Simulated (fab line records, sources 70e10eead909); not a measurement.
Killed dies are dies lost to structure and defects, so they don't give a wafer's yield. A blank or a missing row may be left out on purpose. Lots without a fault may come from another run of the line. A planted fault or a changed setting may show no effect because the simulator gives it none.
Chamber matching | flow nand_harc | NHARC_A_CHANNEL_HOLE_D1_ETCH_16 on rie_diel-11: 4 sister chambers
The step etches the open film in O2/COS, target depth 3100 nm, time 806 s. 8 wafers are shown with their chamber, then 8 later ones without.

WAFERS WITH THEIR CHAMBER
wafer  | chamber | drypump_motor_current_A (A) | showerhead_plenum_p_Torr (Torr)
L106.5 | 2       | 5.2                         | 3.05
L112.2 | 2       | 5.2                         | 3.04
L116.1 | 0       | 5.9                         | 3.16
L116.4 | 1       | 6.7                         | 3.00
L125.1 | 1       | 6.7                         | 3.00
L125.4 | 0       | 5.9                         | 3.16
L125.6 | 3       | 5.1                         | 2.93
L126.1 | 3       | 5.0                         | 2.93

WAFERS WITHOUT THEIR CHAMBER
wafer  | drypump_motor_current_A (A) | showerhead_plenum_p_Torr (Torr)
L126.3 | 5.9                         | 3.16
L126.5 | 5.2                         | 3.04
L127.3 | 5.2                         | 3.04
L127.4 | 5.1                         | 2.93
L127.5 | 5.9                         | 3.16
L128.1 | 5.1                         | 2.93
L128.4 | 5.2                         | 3.04
L128.5 | 5.2                         | 3.04

WHICH CHAMBER EACH WENT THROUGH
wafer  | from the rows above | in truth
L126.3 | 0                   | 0
L126.5 | 2                   | 2
L127.3 | 2                   | 2
L127.4 | 3                   | 3
L127.5 | 0                   | 0
L128.1 | 3                   | 3
L128.4 | 2                   | 2
L128.5 | 2                   | 2
Placed correctly: 8 of 8. Can't be placed from these rows: 0. Placed wrongly: 0.
How it was worked out, from the rows above alone: a wafer's distance from a chamber is the root of the sum, over the readings, of the square of ((its reading less the chamber's mean) divided by the reading's scatter). The wafer belongs to the nearest chamber; if the next one is less than 2 further off, it can't be placed. A chamber's mean is the mean of its shown wafers. The scatter: the root of (the sum of the squares of (reading less its chamber's mean) over the shown wafers, divided by (wafers less chambers)).
